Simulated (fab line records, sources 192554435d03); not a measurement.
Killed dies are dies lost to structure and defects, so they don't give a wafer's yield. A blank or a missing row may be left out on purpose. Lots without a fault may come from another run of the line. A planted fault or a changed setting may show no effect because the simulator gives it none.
fab line records | flow n5_finfet
record lots=23 wafers=69 last_day=18
route steps=1938 shown BEOL_M0_SAQP@663 BEOL_M0_CUTY@712 BEOL_M0@717
lots that met no fault: from a run of the same line without faults
start_h: hours from the record's first day to the start of the lot's first wafer shown | wait_h: hours since the lot's step before | " the same as in the row above | L1.1+2: a row that stands for several wafers | - no value, or no start given | * or withheld: withheld | < > ~ a bound
route shown NAME@n: a module of which the file shows steps, and the number in the route of the first | usual: mean/standard deviation of fault-free wafers | same: alike in all rows | chamber/n: place in a boat | sites: the reading at each site | _std_site: their standard deviation | _edge_site: outer sites' mean less inner sites' | radius_mm: how far each site lies from the wafer's centre | mask NAME#n: copy n | behind: the tool/chamber that last shaped the wafer | hold: why the lot was held/for how many hours/how that ended | device: the transistor (n, p or np) that didn't switch | end of line: the same wafers' tests at the end of the route | a step without rows: its recipe alone | killed: dies lost to structure and defects at the first sort, not the wafer's yield | map: a wafer's dies, x killed, . not, _ none there
set.NAME: the setting as run; set.NAME@STEP: as run at that earlier step | model.NAME: the simulator's own value behind a step, which no gauge read
steps of the route over a sample of lots; a table a step, a row a wafer
services: from which hour (start_h, from the record's first day; less than 0 if before it) a tool's chamber was out of use, for how many hours, and why
## steps
# step N5_BEOL_M0_SAQP_SPACER1_ALD_98
# recipe material=SiO2 target_thk_a=128 temp_c=300 ald_precursor_family=BDEAS ald_co_reactant=O2-plasma pulse_time_s=1 purge_time_s=2 co_reactant_purge_time_s=2 ald_cycles=138 pressure_torr=2
# usual heater_power_w=467/49 precursor_pulse_height_rel=1.001/0.021
# same ald_cycles=138
# columns lot.wafer tool chamber start_h wait_h heater_power_w precursor_pulse_height_rel
L074.4 ald_sin-04 0 107.08 0.1 461 0.985
L074.5 " 1 " " 470 0.946
L074.6 " 0 " " 480 0.995
L075.3 ald_sin-02 1 112.60 0.1 417 0.994
L075.4 " 3 " " 465 1.009
L075.5 " 1 " " 411 0.996
L076.2 ald_sin-02 3 119.74 0.3 472 0.976
L076.3 " 2 " " 448 1.010
L076.4 " 1 " " 417 0.994
L077.3 ald_sin-02 1 127.82 0.1 420 1.032
L077.4 " 3 " " 478 1.013
L077.5 " 2 " " 461 1.050
L078.1 ald_sin-01 3 133.87 0.3 434 1.013
L078.2 " 1 " " 525 1.025
L078.4 " 3 " " 441 1.015
L079.1 ald_sin-01 0 140.15 0.3 507 1.008
L079.3 " 2 " " 372 1.000
L079.4 " 1 " " 526 1.023
L080.1 ald_sin-01 0 149.87 2.2 507 0.993
L080.2 " 1 " " 542 0.991
L080.5 " 2 " " 380 0.989
L081.2 ald_sin-01 3 150.86 0.3 435 0.970
L081.3 " 2 " " 381 1.028
L081.6 " 3 " " 438 0.979
L082.1 ald_sin-02 1 157.60 0.3 418 1.005
L082.4 " 3 " " 466 1.014
L082.5 " 2 " " 451 1.015
L083.3 ald_sin-02 1 161.37 0.6 418 1.011
L083.5 " 1 " " 409 0.970
L083.6 " 2 " " 444 1.016
L084.3 ald_sin-04 3 165.42 0.7 538 1.034
L084.4 " 1 " " 464 1.036
L084.6 " 0 " " 464 0.971
L085.1 ald_sin-02 0 174.25 0.3 539 1.004
L085.3 " 2 " " 452 1.007
L085.5 " 1 " " 421 1.010
L086.1 ald_sin-02 2 183.23 0.9 452 0.998
L086.2 " 1 " " 409 0.979
L086.6 " 3 " " 474 1.004
L087.1 ald_sin-04 3 195.25 0.3 540 0.984
L087.5 " 3 " " 539 1.024
L087.6 " 0 " " 472 0.982
L088.1 ald_sin-02 0 198.63 1.9 550 0.968
L088.2 " 1 " " 421 1.012
L088.5 " 1 " " 414 1.017
L090.1 ald_sin-02 0 205.48 0.4 537 0.996
L090.4 " 2 " " 442 1.004
L090.5 " 2 " " 445 1.015
L091.2 ald_sin-04 0 213.96 0.5 483 1.034
L091.3 " 3 " " 554 1.016
L091.5 " 0 " " 466 0.973
L092.1 ald_sin-01 2 215.38 0.8 388 0.997
L092.4 " 1 " " 492 0.970
L092.6 " 1 " " 518 1.008
L093.1 ald_sin-01 1 222.94 0.3 510 0.977
L093.2 " 2 " " 377 0.995
L093.6 " 1 " " 501 1.013
L094.3 ald_sin-04 1 230.57 0.3 475 1.032
L094.4 " 0 " " 466 0.978
L094.6 " 1 " " 466 1.007
L095.1 ald_sin-01 3 239.66 0.3 432 1.034
L095.5 " 1 " " 512 0.968
L095.6 " 2 " " 378 0.958
L096.1 ald_sin-02 1 242.28 0.6 432 1.016
L096.2 " 0 " " 549 0.996
L096.4 " 2 " " 452 0.971
L097.3 ald_sin-01 0 247.93 0.1 479 1.007
L097.4 " 1 " " 508 1.037
L097.6 " 1 " " 509 0.983
# step N5_BEOL_M0_CUTY_ETCH_62
# recipe chemistry=CF4 target=SiARC mask_material=CAR-ArF-block time_s=58.5 ion_energy_ev=80 pressure_mtorr=40 source_w=545 bias_w=36 Ar_flow_sccm=100 cf4_flow_sccm=100 ends=cleared
# usual drypump_motor_current_A=5.6/0.5 etch_rf_on_time_s=59.0/2 mfc_ar_sccm=100.03/0.28 oes_product_au=0.67/0.085 rf_vpp_V=184.1/1.3 showerhead_plenum_p_Torr=2.15/0.078 throttle_valve_pct=15.53/0.26
# columns lot.wafer tool chamber start_h wait_h drypump_motor_current_A etch_rf_on_time_s mfc_ar_sccm oes_product_au rf_hours_counter_h rf_vpp_V showerhead_plenum_p_Torr throttle_valve_pct
L074.4 rie_diel-01 0 111.54 0.0 6.0 59.9 99.95 0.61 182 185.6 2.20 15.60
L074.5 " 3 " " 5.7 61.6 100.21 0.57 - 184.7 2.11 15.69
L074.6 " 2 " " 5.6 56.4 99.84 0.62 - 183.3 2.04 15.65
L075.3 rie_diel-03 0 116.97 0.0 5.2 58.3 100.31 0.59 247 182.7 2.04 15.77
L075.4 " 2 " " 4.7 58.2 100.20 0.59 224 183.7 2.11 15.62
L075.5 " 1 " " 5.4 56.9 99.84 0.83 - 182.0 2.10 15.05
L076.2 rie_diel-03 3 125.13 0.0 6.5 57.5 100.23 0.67 109 183.5 2.07 15.79
L076.3 " 2 " " 4.7 58.4 99.71 0.60 228 183.3 2.11 15.61
L076.4 " 2 " " 4.7 58.5 100.32 0.60 - 181.9 2.11 15.62
L077.3 rie_diel-03 3 132.03 0.0 6.5 57.4 100.48 0.66 113 182.1 2.07 15.82
L077.4 " 3 " " 6.5 57.6 100.50 0.66 - 183.1 2.07 15.79
L077.5 " 2 " " 4.7 58.3 100.25 0.59 - 183.5 2.11 15.64
L078.1 rie_diel-01 2 138.50 0.0 5.6 56.5 100.22 0.87 0 186.8 2.29 15.19
L078.2 " 0 " " 6.0 59.8 100.27 0.60 194 184.1 2.20 15.60
L078.4 " 0 " " 6.0 59.3 100.04 0.60 - 186.3 2.20 15.62
L079.1 rie_diel-05 1 144.44 0.0 5.4 62.5 100.23 0.60 172 184.7 2.11 15.63
L079.3 " 0 " " 5.2 62.3 99.96 0.60 174 183.0 2.13 15.46
L079.4 " 2 " " 6.2 57.5 100.41 0.61 186 182.9 2.06 15.88
L080.1 rie_diel-05 3 154.55 0.0 4.8 57.4 99.81 0.63 182 183.8 2.22 15.64
L080.2 " 0 " " 5.2 61.4 100.01 0.60 177 184.4 2.13 15.47
L080.5 " 3 " " 4.8 57.2 99.91 0.63 - 186.6 2.22 15.63
L081.2 rie_diel-03 3 155.75 0.0 6.4 57.3 100.13 0.67 121 183.3 2.07 15.82
L081.3 " 0 " " 5.2 60.0 100.35 0.79 4 185.6 2.30 15.31
L081.6 " 0 " " 5.2 61.0 100.41 0.78 - 186.9 2.30 15.32
L082.1 rie_diel-01 0 162.01 0.0 6.0 59.7 99.97 0.59 204 185.8 2.19 15.64
L082.4 " 2 " " 5.6 56.2 100.05 0.82 10 184.1 2.28 15.21
L082.5 " 0 " " 6.0 59.6 100.08 0.59 - 185.7 2.19 15.63
L083.3 rie_diel-01 1 166.11 0.0 5.9 59.9 100.16 0.61 177 184.1 2.20 15.70
L083.5 " 0 " " 6.0 60.0 100.26 0.59 - 185.3 2.19 15.64
L083.6 " 1 " " 5.9 59.3 100.36 0.61 - 185.8 2.21 15.69
L084.3 rie_diel-05 2 170.76 0.0 6.2 57.4 99.95 0.60 194 182.1 2.06 15.90
L084.4 " 3 " " 4.8 56.8 100.13 0.62 188 184.7 2.22 15.64
L084.6 " 0 " " 5.2 61.7 99.75 0.60 - 183.3 2.13 15.47
L085.1 rie_diel-03 1 178.78 0.0 5.4 56.9 100.02 0.76 26 183.7 2.09 15.10
L085.3 " 2 " " 4.7 58.5 99.81 0.58 248 184.0 2.10 15.65
L085.5 " 3 " " 6.4 57.5 100.52 0.65 - 182.1 2.06 15.83
L086.1 rie_diel-03 3 188.97 0.0 6.4 57.5 100.01 0.65 134 182.9 2.06 15.83
L086.2 " 0 " " 5.2 60.6 100.47 0.76 16 185.5 2.29 15.35
L086.6 " 3 " " 6.4 57.2 99.82 0.66 - 183.8 2.06 15.84
L087.1 rie_diel-03 0 201.99 0.0 5.2 60.2 99.67 0.75 21 186.4 2.29 15.36
L087.5 " 3 " " 6.4 56.6 100.57 0.66 - 183.7 2.06 15.86
L087.6 " 0 " " 5.2 60.6 99.98 0.74 - 186.6 2.29 15.35
L088.1 rie_diel-05 0 204.45 0.0 5.2 61.7 100.61 0.59 194 183.8 2.12 15.49
L088.2 " 3 " " 4.8 55.6 99.64 0.63 198 185.2 2.21 15.66
L088.5 " 0 " " 5.2 61.9 100.31 0.59 - 183.0 2.12 15.50
L090.1 rie_diel-03 3 209.85 0.0 6.5 56.8 100.26 0.65 141 183.3 2.06 15.85
L090.4 " 0 " " 5.2 60.2 100.29 0.74 24 186.1 2.29 15.37
L090.5 " 2 " " 4.7 57.2 99.73 0.83 - 182.5 2.10 15.16
L091.2 rie_diel-05 0 218.56 0.0 5.2 61.8 99.99 0.58 199 184.1 2.12 15.52
L091.3 " 2 " " 6.3 58.5 100.02 0.59 208 184.9 2.05 15.93
L091.5 " 2 " " 6.2 58.3 99.71 0.60 - 181.5 2.05 15.93
L092.1 rie_diel-05 1 220.07 0.0 5.4 62.4 100.09 0.59 196 184.1 2.10 15.67
L092.4 " 2 " " 6.2 58.3 99.91 0.60 209 182.6 2.05 15.93
L092.6 " 3 " " 4.8 57.1 100.28 0.61 - 184.1 2.21 15.68
L093.1 rie_diel-03 1 227.49 0.0 5.4 57.5 99.95 0.72 44 184.8 2.09 15.13
L093.2 " 2 " " 4.7 57.0 99.82 0.81 9 183.8 2.10 15.17
L093.6 " 1 " " 5.4 57.0 99.67 0.73 - 183.6 2.09 15.13
L094.3 rie_diel-01 3 235.09 0.0 5.7 61.1 100.13 0.74 26 183.3 2.10 15.23
L094.4 " 1 " " 5.9 59.6 99.74 0.60 - 186.7 2.20 15.77
L094.6 " 3 " " 5.7 61.8 100.14 0.73 - 184.2 2.09 15.25
L095.1 rie_diel-01 0 244.84 0.0 6.0 60.5 100.14 0.57 235 183.4 2.18 15.69
L095.5 " 2 " " 5.5 57.1 99.86 0.77 - 185.4 2.27 15.27
L095.6 " 1 " " 5.9 59.8 99.63 0.59 - 184.5 2.20 15.75
L096.1 rie_diel-01 0 246.95 0.0 6.0 60.2 100.34 0.57 236 184.4 2.18 15.69
L096.2 " 1 " " 5.9 59.3 99.93 0.60 206 184.0 2.20 15.75
L096.4 " 3 " " 5.7 61.9 100.55 0.72 32 182.3 2.09 15.23
L097.3 rie_diel-01 2 253.00 0.0 5.5 56.7 99.73 0.77 41 185.1 2.27 15.26
L097.4 " 3 " " 5.7 61.8 99.98 0.73 33 182.2 2.09 15.26
L097.6 " 0 " " 6.0 59.5 99.97 0.57 - 184.7 2.18 15.69
# step N5_BEOL_M0_STRIP_140
# recipe chemistry=CF4 resist=SiARC power_w=300 bias_power_w=75 pressure_mtorr=50 cf4_flow_sccm=150 rf_frequency_hz=6e+07
# usual drypump_motor_current_A=5.6/0.5 oes_product_au=0.76/0.087 rf_vpp_V=271.3/1.8 showerhead_plenum_p_Torr=1.80/0.064 throttle_valve_pct=13.53/0.26
# columns lot.wafer tool chamber start_h wait_h drypump_motor_current_A oes_product_au rf_hours_counter_h rf_vpp_V showerhead_plenum_p_Torr throttle_valve_pct
L074.4 rie_diel-01 3 114.29 0.1 5.7 0.66 244 271.5 1.77 13.73
L074.5 " 1 " " 5.9 0.73 - 273.1 1.86 13.69
L074.6 " 2 " " 5.6 0.69 - 270.4 1.71 13.71
L075.3 rie_diel-05 1 120.61 0.2 5.4 0.72 164 269.2 1.76 13.60
L075.4 " 2 " " 6.2 0.71 179 268.6 1.73 13.81
L075.5 " 1 " " 5.4 0.73 - 271.2 1.76 13.60
L076.2 rie_diel-05 1 126.15 0.2 5.4 0.74 166 271.4 1.76 13.62
L076.3 " 0 " " 5.2 0.72 168 269.1 1.79 13.47
L076.4 " 2 " " 6.2 0.70 180 270.1 1.73 13.82
L077.3 rie_diel-05 0 132.48 0.1 5.2 0.73 170 270.2 1.79 13.47
L077.4 " 2 " " 6.2 0.70 183 269.2 1.73 13.85
L077.5 " 0 " " 5.2 0.72 - 272.0 1.78 13.46
L078.1 rie_diel-01 0 139.03 0.2 6.0 0.70 194 272.7 1.84 13.62
L078.2 " 1 " " 5.9 0.73 165 270.8 1.86 13.71
L078.4 " 1 " " 5.9 0.72 - 273.3 1.86 13.72
L079.1 rie_diel-03 0 147.08 0.3 5.2 0.93 2 273.2 1.91 13.17
L079.3 " 1 " " 5.4 0.88 16 270.5 1.74 13.04
L079.4 " 2 " " 4.7 0.68 238 270.7 1.77 13.69
L080.1 rie_diel-05 3 155.02 0.1 4.8 0.71 182 270.1 1.86 13.64
L080.2 " 2 " " 6.2 0.70 189 270.8 1.72 13.86
L080.5 " 0 " " 5.2 0.72 - 270.5 1.78 13.49
L081.2 rie_diel-01 1 157.59 0.2 5.9 0.72 173 273.2 1.85 13.70
L081.3 " 0 " " 6.0 0.70 202 271.4 1.84 13.64
L081.6 " 0 " " 6.0 0.69 - 269.8 1.84 13.64
L082.1 rie_diel-05 1 162.76 0.2 5.4 0.73 178 270.7 1.76 13.61
L082.4 " 3 " " 4.8 0.71 186 272.0 1.86 13.64
L082.5 " 0 " " 5.2 0.71 - 269.6 1.78 13.47
L083.3 rie_diel-05 0 166.55 0.1 5.2 0.71 182 273.4 1.78 13.49
L083.5 " 2 " " 6.2 0.70 - 269.2 1.72 13.84
L083.6 " 3 " " 4.8 0.72 - 272.8 1.86 13.67
L084.3 rie_diel-01 0 174.74 0.1 6.0 0.69 210 273.8 1.83 13.65
L084.4 " 2 " " 5.6 0.91 - 274.3 1.92 13.19
L084.6 " 0 " " 6.0 0.69 - 272.7 1.83 13.68
L085.1 rie_diel-03 1 181.03 0.3 5.4 0.86 27 269.9 1.74 13.03
L085.3 " 3 " " 6.5 0.75 130 267.9 1.74 13.80
L085.5 " 3 " " 6.5 0.75 - 271.2 1.74 13.81
L086.1 rie_diel-03 3 189.42 0.1 6.5 0.75 134 268.2 1.74 13.82
L086.2 " 0 " " 5.3 0.89 16 272.3 1.90 13.19
L086.6 " 1 " " 5.4 0.85 - 270.7 1.74 13.02
L087.1 rie_diel-05 2 203.91 0.4 6.2 0.69 203 268.0 1.72 13.86
L087.5 " 0 " " 5.2 0.70 - 268.2 1.78 13.52
L087.6 " 3 " " 4.8 0.70 - 272.8 1.86 13.69
L088.1 rie_diel-03 2 205.42 0.7 4.7 0.97 2 269.4 1.76 13.14
L088.2 " 1 " " 5.4 0.84 37 271.0 1.74 13.06
L088.5 " 0 " " 5.2 0.89 - 273.7 1.90 13.20
L090.1 rie_diel-01 2 211.92 0.3 5.5 0.89 28 274.0 1.91 13.22
L090.4 " 1 " " 5.9 0.70 193 271.3 1.85 13.77
L090.5 " 2 " " 5.5 0.89 - 273.2 1.91 13.21
L091.2 rie_diel-05 0 220.89 0.1 5.2 0.69 200 271.7 1.78 13.52
L091.3 " 2 " " 6.2 0.69 209 270.0 1.72 13.89
L091.5 " 3 " " 4.8 0.70 - 271.5 1.86 13.69
L092.1 rie_diel-03 2 221.12 0.4 4.7 0.94 7 268.5 1.76 13.15
L092.4 " 1 " " 5.4 0.83 42 271.1 1.74 13.07
L092.6 " 0 " " 5.2 0.87 - 273.4 1.90 13.24
L093.1 rie_diel-01 3 229.35 0.1 5.7 0.86 24 270.1 1.76 13.22
L093.2 " 1 " " 5.9 0.70 199 272.0 1.85 13.77
L093.6 " 0 " " 6.0 0.67 - 270.6 1.83 13.72
L094.3 rie_diel-01 3 237.64 0.2 5.7 0.87 27 268.7 1.76 13.21
L094.4 " 3 " " 5.7 0.87 - 270.5 1.76 13.23
L094.6 " 0 " " 6.0 0.68 - 271.1 1.83 13.72
L095.1 rie_diel-03 3 245.67 0.1 6.5 0.74 154 269.8 1.73 13.89
L095.5 " 1 " " 5.4 0.81 - 272.4 1.74 13.07
L095.6 " 2 " " 4.7 0.92 - 269.9 1.76 13.16
L096.1 rie_diel-05 1 250.38 0.2 5.4 0.70 211 271.6 1.75 13.72
L096.2 " 3 " " 4.8 0.68 216 271.8 1.85 13.69
L096.4 " 0 " " 5.2 0.69 - 270.1 1.78 13.56
L097.3 rie_diel-01 2 257.83 0.1 5.5 0.86 42 274.8 1.91 13.24
L097.4 " 1 " " 5.9 0.68 211 275.2 1.84 13.78
L097.6 " 0 " " 6.0 0.68 - 270.4 1.82 13.73
# step N5_BEOL_M0_STRIP_104
# recipe chemistry=N2/H2 power_w=450 temp_c=40 pressure_mtorr=20 rf_frequency_hz=6e+07 overash_fraction=0.3 bias_power_w=7 h2_frac=0.5 n2_flow_sccm=200 h2_flow_sccm=200
# usual drypump_motor_current_A=5.6/0.5 oes_product_au=0.76/0.093 rf_vpp_V=59.3/1.7 showerhead_plenum_p_Torr=2.55/0.094 temp_c=40.02/0.11 throttle_valve_pct=23.5/0.4
# columns lot.wafer tool chamber start_h wait_h drypump_motor_current_A oes_product_au rf_hours_counter_h rf_vpp_V showerhead_plenum_p_Torr temp_c throttle_valve_pct
L074.4 rie_diel-01 3 114.31 0.0 5.7 0.66 244 58.2 2.49 40.11 23.5
L074.5 " 1 " " 5.9 0.74 - 60.8 2.63 39.92 23.6
L074.6 " 2 " " 5.6 0.71 - 58.4 2.39 40.08 23.2
L075.3 rie_diel-05 1 120.63 0.0 5.4 0.72 164 58.8 2.51 39.93 23.4
L075.4 " 2 " " 6.3 0.71 179 58.4 2.44 40.13 24.2
L075.5 " 1 " " 5.4 0.72 - 60.3 2.51 39.88 23.4
L076.2 rie_diel-05 1 126.17 0.0 5.4 0.72 166 59.3 2.51 40.30 23.4
L076.3 " 0 " " 5.2 0.69 168 58.2 2.52 40.15 22.9
L076.4 " 2 " " 6.3 0.71 180 61.8 2.43 39.95 24.2
L077.3 rie_diel-05 0 132.50 0.0 5.3 0.72 170 63.1 2.52 40.08 23.0
L077.4 " 2 " " 6.3 0.70 183 60.9 2.43 39.95 24.2
L077.5 " 0 " " 5.2 0.70 - 57.2 2.52 39.96 22.9
L078.1 rie_diel-01 0 139.05 0.0 6.0 0.70 194 59.6 2.63 40.00 23.7
L078.2 " 1 " " 5.9 0.73 165 60.7 2.63 40.04 23.6
L078.4 " 1 " " 5.9 0.73 - 62.4 2.63 39.96 23.7
L079.1 rie_diel-03 0 147.10 0.0 5.2 0.95 2 61.6 2.70 39.87 23.4
L079.3 " 1 " " 5.4 0.89 16 59.9 2.47 40.31 22.8
L079.4 " 2 " " 4.7 0.70 238 58.6 2.51 39.88 23.8
L080.1 rie_diel-05 3 155.04 0.0 4.8 0.72 182 62.8 2.64 40.13 23.5
L080.2 " 2 " " 6.2 0.71 189 60.6 2.43 40.21 24.2
L080.5 " 0 " " 5.2 0.70 - 58.1 2.52 40.11 23.0
L081.2 rie_diel-01 1 157.61 0.0 5.9 0.72 173 55.1 2.62 40.05 23.6
L081.3 " 0 " " 6.0 0.69 202 60.6 2.63 39.90 23.7
L081.6 " 0 " " 6.0 0.69 - 57.4 2.63 40.03 23.7
L082.1 rie_diel-05 1 162.78 0.0 5.4 0.72 178 58.3 2.50 39.96 23.4
L082.4 " 3 " " 4.8 0.71 186 59.7 2.64 40.17 23.5
L082.5 " 0 " " 5.2 0.70 - 59.6 2.51 40.16 22.9
L083.3 rie_diel-05 0 166.57 0.0 5.2 0.71 182 59.4 2.51 40.13 23.0
L083.5 " 2 " " 6.2 0.71 - 59.0 2.43 39.90 24.1
L083.6 " 3 " " 4.8 0.72 - 55.4 2.64 39.96 23.6
L084.3 rie_diel-01 0 174.76 0.0 6.0 0.68 210 59.6 2.63 39.98 23.7
L084.4 " 2 " " 5.6 0.93 - 57.5 2.70 39.96 23.0
L084.6 " 0 " " 6.0 0.68 - 58.2 2.63 40.07 23.7
L085.1 rie_diel-03 1 181.05 0.0 5.4 0.85 27 56.1 2.46 40.19 22.8
L085.3 " 3 " " 6.5 0.75 130 55.5 2.44 39.93 24.1
L085.5 " 3 " " 6.5 0.76 - 60.7 2.44 39.94 24.1
L086.1 rie_diel-03 3 189.44 0.0 6.5 0.75 134 58.2 2.44 40.13 24.1
L086.2 " 0 " " 5.2 0.90 16 61.1 2.69 40.01 23.5
L086.6 " 1 " " 5.4 0.85 - 58.0 2.46 39.84 22.8
L087.1 rie_diel-05 2 203.93 0.0 6.2 0.69 203 58.9 2.43 40.11 24.2
L087.5 " 0 " " 5.2 0.69 - 57.6 2.51 40.10 23.0
L087.6 " 3 " " 4.8 0.72 - 60.4 2.64 40.00 23.5
L088.1 rie_diel-03 2 205.44 0.0 4.7 1.00 2 58.2 2.50 39.94 23.4
L088.2 " 1 " " 5.4 0.84 37 59.7 2.46 40.19 22.8
L088.5 " 0 " " 5.2 0.88 - 56.6 2.69 40.00 23.4
L090.1 rie_diel-01 2 211.94 0.0 5.6 0.91 28 60.6 2.70 39.99 23.0
L090.4 " 1 " " 5.9 0.72 193 59.5 2.61 39.78 23.7
L090.5 " 2 " " 5.5 0.91 - 61.0 2.70 40.00 23.0
L091.2 rie_diel-05 0 220.91 0.0 5.2 0.69 200 55.8 2.51 39.90 23.0
L091.3 " 2 " " 6.2 0.67 209 58.3 2.42 40.06 24.1
L091.5 " 3 " " 4.8 0.71 - 59.5 2.63 39.96 23.6
L092.1 rie_diel-03 2 221.14 0.0 4.7 0.99 7 59.5 2.50 39.75 23.4
L092.4 " 1 " " 5.4 0.84 42 58.6 2.46 39.94 22.8
L092.6 " 0 " " 5.2 0.87 - 55.6 2.68 40.09 23.5
L093.1 rie_diel-01 3 229.37 0.0 5.7 0.88 24 60.1 2.48 40.02 23.0
L093.2 " 1 " " 5.9 0.69 199 59.8 2.61 39.80 23.7
L093.6 " 0 " " 6.0 0.67 - 58.9 2.62 39.92 23.7
L094.3 rie_diel-01 3 237.66 0.0 5.7 0.87 27 56.2 2.48 39.99 23.0
L094.4 " 3 " " 5.8 0.86 - 59.9 2.48 40.03 23.1
L094.6 " 0 " " 6.0 0.67 - 60.3 2.62 40.20 23.7
L095.1 rie_diel-03 3 245.69 0.0 6.5 0.74 154 60.2 2.43 39.95 24.1
L095.5 " 1 " " 5.4 0.81 - 60.5 2.45 40.05 22.8
L095.6 " 2 " " 4.7 0.95 - 61.1 2.50 40.15 23.4
L096.1 rie_diel-05 1 250.40 0.0 5.4 0.69 211 60.9 2.49 39.91 23.5
L096.2 " 3 " " 4.8 0.70 216 61.3 2.63 40.20 23.6
L096.4 " 0 " " 5.2 0.68 - 58.4 2.50 39.91 23.0
L097.3 rie_diel-01 2 257.85 0.0 5.5 0.88 42 59.7 2.69 39.92 23.0
L097.4 " 1 " " 5.9 0.69 211 61.1 2.61 39.94 23.7
L097.6 " 0 " " 6.0 0.66 - 59.0 2.61 40.12 23.7
# step N5_BEOL_M0_DEGAS_112
# recipe ambient=vacuum temp_c=250 time_s=60
# usual heater_power_w=371/36
# columns lot.wafer tool chamber start_h wait_h heater_power_w
L074.4 pvd_sputter-02 - 116.52 0.7 354
L074.5 " - " " 303
L074.6 " - " " 362
L075.3 pvd_sputter-02 - 121.90 0.5 416
L075.4 " - " " 300
L075.5 " - " " 369
L076.2 pvd_sputter-03 - 127.56 0.9 329
L076.3 " - " " 329
L076.4 " - " " 403
L077.3 pvd_sputter-01 - 133.23 0.2 403
L077.4 " - " " 420
L077.5 " - " " 417
L078.1 pvd_sputter-02 - 141.29 1.7 359
L078.2 " - " " 371
L078.4 " - " " 307
L079.1 pvd_sputter-02 - 148.01 0.4 348
L079.3 " - " " 371
L079.4 " - " " 411
L080.1 pvd_sputter-01 - 156.41 0.8 417
L080.2 " - " " 362
L080.5 " - " " 372
L081.2 pvd_sputter-02 - 159.23 0.8 375
L081.3 " - " " 311
L081.6 " - " " 364
L082.1 pvd_sputter-03 - 163.73 0.0 374
L082.4 " - " " 369
L082.5 " - " " 329
L083.3 pvd_sputter-01 - 167.12 0.0 421
L083.5 " - " " 357
L083.6 " - " " 340
L084.3 pvd_sputter-03 - 180.18 4.6 367
L084.4 " - " " 340
L084.6 " - " " 405
L085.1 pvd_sputter-01 - 182.33 0.6 346
L085.3 " - " " 414
L085.5 " - " " 359
L086.1 pvd_sputter-02 - 190.29 0.3 361
L086.2 " - " " 379
L086.6 " - " " 383
L087.1 pvd_sputter-01 - 205.87 0.1 400
L087.5 " - " " 335
L087.6 " - " " 424
L088.1 pvd_sputter-01 - 206.14 0.0 416
L088.2 " - " " 333
L088.5 " - " " 413
L090.1 pvd_sputter-01 - 213.50 0.7 412
L090.4 " - " " 358
L090.5 " - " " 362
L091.2 pvd_sputter-01 - 224.33 2.0 359
L091.3 " - " " 390
L091.5 " - " " 414
L092.1 pvd_sputter-01 - 224.41 1.8 413
L092.4 " - " " 340
L092.6 " - " " 341
L093.1 pvd_sputter-01 - 230.25 0.4 365
L093.2 " - " " 343
L093.6 " - " " 347
L094.3 pvd_sputter-01 - 238.26 0.0 421
L094.4 " - " " 365
L094.6 " - " " 409
L095.1 pvd_sputter-02 - 246.93 0.7 303
L095.5 " - " " 299
L095.6 " - " " 368
L096.1 pvd_sputter-03 - 251.24 0.1 369
L096.2 " - " " 325
L096.4 " - " " 345
L097.3 pvd_sputter-03 - 258.46 0.1 379
L097.4 " - " " 404
L097.6 " - " " 405
# step N5_BEOL_M0_ALD_136
# recipe material=TaN target_thk_a=* temp_c=275 ald_precursor_family=PDMAT ald_co_reactant=NH3 pressure_torr=3 carrier_flow_sccm=1500 pulse_time_s=2 purge_time_s=3 co_reactant_purge_time_s=2 co_reactant_pulse_time_s=3 ald_cycles=30 precursor_vessel_temp_c=75 precursor_vessel_pressure_torr=26.25 precursor_vessel_carrier_sccm=1000
# usual heater_power_w=429/50
# same ald_cycles=30
# columns lot.wafer tool chamber start_h wait_h heater_power_w
L074.4 ald_metal-03 2 116.64 0.1 391
L074.5 " 3 " " 470
L074.6 " 0 " " 357
L075.3 ald_metal-03 0 122.00 0.0 357
L075.4 " 3 " " 468
L075.5 " 1 " " 369
L076.2 ald_metal-03 1 127.67 0.1 359
L076.3 " 0 " " 350
L076.4 " 3 " " 458
L077.3 ald_metal-02 2 133.33 0.0 492
L077.4 " 1 " " 484
L077.5 " 0 " " 450
L078.1 ald_metal-02 3 141.39 0.0 448
L078.2 " 1 " " 501
L078.4 " 0 " " 458
L079.1 ald_metal-02 3 148.17 0.1 438
L079.3 " 2 " " 473
L079.4 " 0 " " 451
L080.1 ald_metal-01 0 156.51 0.0 362
L080.2 " 1 " " 436
L080.5 " 1 " " 434
L081.2 ald_metal-02 1 159.33 0.0 496
L081.3 " 2 " " 477
L081.6 " 2 " " 494
L082.1 ald_metal-03 0 163.85 0.1 340
L082.4 " 2 " " 409
L082.5 " 1 " " 368
L083.3 ald_metal-01 1 167.45 0.3 428
L083.5 " 2 " " 470
L083.6 " 3 " " 411
L084.3 ald_metal-03 1 180.50 0.3 375
L084.4 " 3 " " 465
L084.6 " 2 " " 400
L085.1 ald_metal-03 3 182.59 0.2 455
L085.3 " 2 " " 412
L085.5 " 2 " " 406
L086.1 ald_metal-01 0 190.50 0.2 351
L086.2 " 2 " " 472
L086.6 " 2 " " 474
L087.1 ald_metal-01 2 205.99 0.1 469
L087.5 " 2 " " 466
L087.6 " 1 " " 441
L088.1 ald_metal-03 2 206.24 0.0 405
L088.2 " 3 " " 460
L088.5 " 0 " " 348
L090.1 ald_metal-01 1 213.60 0.0 444
L090.4 " 3 " " 420
L090.5 " 1 " " 445
L091.2 ald_metal-03 0 224.44 0.0 349
L091.3 " 1 " " 374
L091.5 " 3 " " 475
L092.1 ald_metal-02 1 224.52 0.0 488
L092.4 " 0 " " 461
L092.6 " 2 " " 469
L093.1 ald_metal-01 3 230.36 0.0 416
L093.2 " 0 " " 356
L093.6 " 1 " " 439
L094.3 ald_metal-03 1 238.59 0.3 367
L094.4 " 3 " " 457
L094.6 " 2 " " 401
L095.1 ald_metal-02 2 247.03 0.0 484
L095.5 " 2 " " 483
L095.6 " 1 " " 499
L096.1 ald_metal-02 1 251.36 0.1 505
L096.2 " 3 " " 443
L096.4 " 0 " " 467
L097.3 ald_metal-03 3 258.56 0.0 463
L097.4 " 1 " " 368
L097.6 " 3 " " 461
## services
# columns tool chamber start_h hours kind
ald_sin-02 - 85.25 14.0 pm
rie_diel-01 2 91.24 11.0 repair
rie_diel-05 1 93.44 4.1 repair
ald_sin-04 - 98.41 0.5 repair
ald_metal-02 - 116.96 8.7 pm
ald_metal-03 - 124.85 0.7 repair
ald_sin-04 - 143.80 6.1 pm
ald_metal-01 - 149.97 0.7 repair
ald_sin-01 1 150.80 4.8 repair
pvd_sputter-03 - 155.67 1.6 repair
ald_sin-01 3 162.13 2.0 repair
pvd_sputter-01 - 176.49 2.6 repair
ald_sin-01 - 177.72 14.0 pm
ald_metal-01 - 183.28 2.8 pm
ald_sin-01 - 193.89 14.6 pm
ald_metal-01 2 208.95 4.1 repair
ald_metal-03 - 211.50 0.8 repair
rie_diel-05 3 226.98 4.9 repair
rie_diel-01 2 234.02 5.6 repair
pvd_sputter-01 - 234.69 2.1 repair
ald_metal-03 - 241.79 6.0 pm
rie_diel-05 2 241.81 11.7 repair
pvd_sputter-01 - 256.70 7.0 repair
ald_sin-02 - 256.71 0.8 repair
## key
fault none
